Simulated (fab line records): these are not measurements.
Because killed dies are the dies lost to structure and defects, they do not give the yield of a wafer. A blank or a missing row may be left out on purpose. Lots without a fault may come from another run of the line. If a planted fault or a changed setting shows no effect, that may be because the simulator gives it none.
A struck lot beside a sound one :: flow n5 finfet :: 14 out of 1938 route steps
Sound: wafers L496.1, L496.2, L496.6. Wafers L505.1, L505.2, L505.3 were the ones struck. The cause is named last.
Per side, at each step with rows, come the tool, then ch with its chambers, and then its first start. Under that, the readings that differ: sound wafers :: struck wafers :: difference of the means :: sigmas: that difference in standard deviations of wafers without a fault.
alike: a reading whose means differ by less than 2 such deviations, as well as words and numbers matching on both sides. not compared: withheld readings; readings where some wafer has no value; bounds like >300 that might hide an equal value; numbers whose values overlap and for which the record gives no deviation.
A row with sigmas, a row that says differs or no value, or rows on one side alone: a step with any of these is where the two part. When numbers do not overlap yet have no deviation, they are printed without sigmas and do not part them. A reading missing from all wafers of one side parts the sides only when that side holds two or more wafers.

N5_PASSIVATION_STRIP_14: strips in O2.
  sound on rie diel-04 ch 0,1,3, day 13 02:49; struck on rie diel-05 ch 0,1,3, day 15 17:36
  alike: drypump motor current A, oes product au, rf vpp V, showerhead plenum p Torr, throttle valve pct
  not compared: rf hours counter h
N5_PASSIVATION_ETCH_15: etches SiCN in CF4/N2, target depth 75 nm, time 81.2 s.
  sound on rie diel-04 ch 0,1,3; struck on rie diel-05 ch 0,1,3
  alike: drypump motor current A, oes product au, rf vpp V, showerhead plenum p Torr, throttle valve pct
  not compared: rf hours counter h
then, 3 steps without rows for these wafers: N5_PASSIVATION_STRIP_73 (strips in post etch residue remover, time 60 s); N5_PASSIVATION_SRD_17 (time 30 s, dry time 30 s); N5_PASSIVATION_DEGAS_18 (time 60 s).
N5_PASSIVATION_PRE_CLEAN_19:
  sound on pvd sputter-01, day 13 03:50; struck on pvd sputter-03, day 15 18:13
  alike: heater power w
N5_PASSIVATION_SPUTTER_20: material TaN, target thk 50 nm.
  sound on pvd sputter-01, day 13 03:52; struck on pvd sputter-03, day 15 18:15
  alike: throttle valve pct
N5_PASSIVATION_AL_DEP_21: deposits Al, target thk 2800 nm, time 170 s.
  sound on pvd sputter-01, day 13 03:58; struck on pvd sputter-03, day 15 18:21
  alike: throttle valve pct
then, 4 steps without rows for these wafers: N5_PASSIVATION_HMDS_23 (time 60 s); N5_PASSIVATION_COAT_24; N5_PASSIVATION_EBR_26; N5_PASSIVATION_SOFTBAKE_25 (time 90 s).
N5_PASSIVATION_EXPOSE_27: exposes mask PAD, defocus 0 nm.
  sound on krf scanner-02 ch 0, day 13 04:23; struck on krf scanner-01, day 15 18:46
  no value came back on the struck wafers for exposure dose mJ cm2, focus offset nm (nm), na, stage vel mm s (mm/s); on the sound wafers exposure dose mJ cm2 reads 32.34 32.36 32.33
  alike: mask
next, for these wafers, 1 step has no rows: N5_PASSIVATION_PEB_28.

== WHERE THEY PART ==
Only at N5_PASSIVATION_EXPOSE_27, within this record.

WHY: what had been put in by the simulator
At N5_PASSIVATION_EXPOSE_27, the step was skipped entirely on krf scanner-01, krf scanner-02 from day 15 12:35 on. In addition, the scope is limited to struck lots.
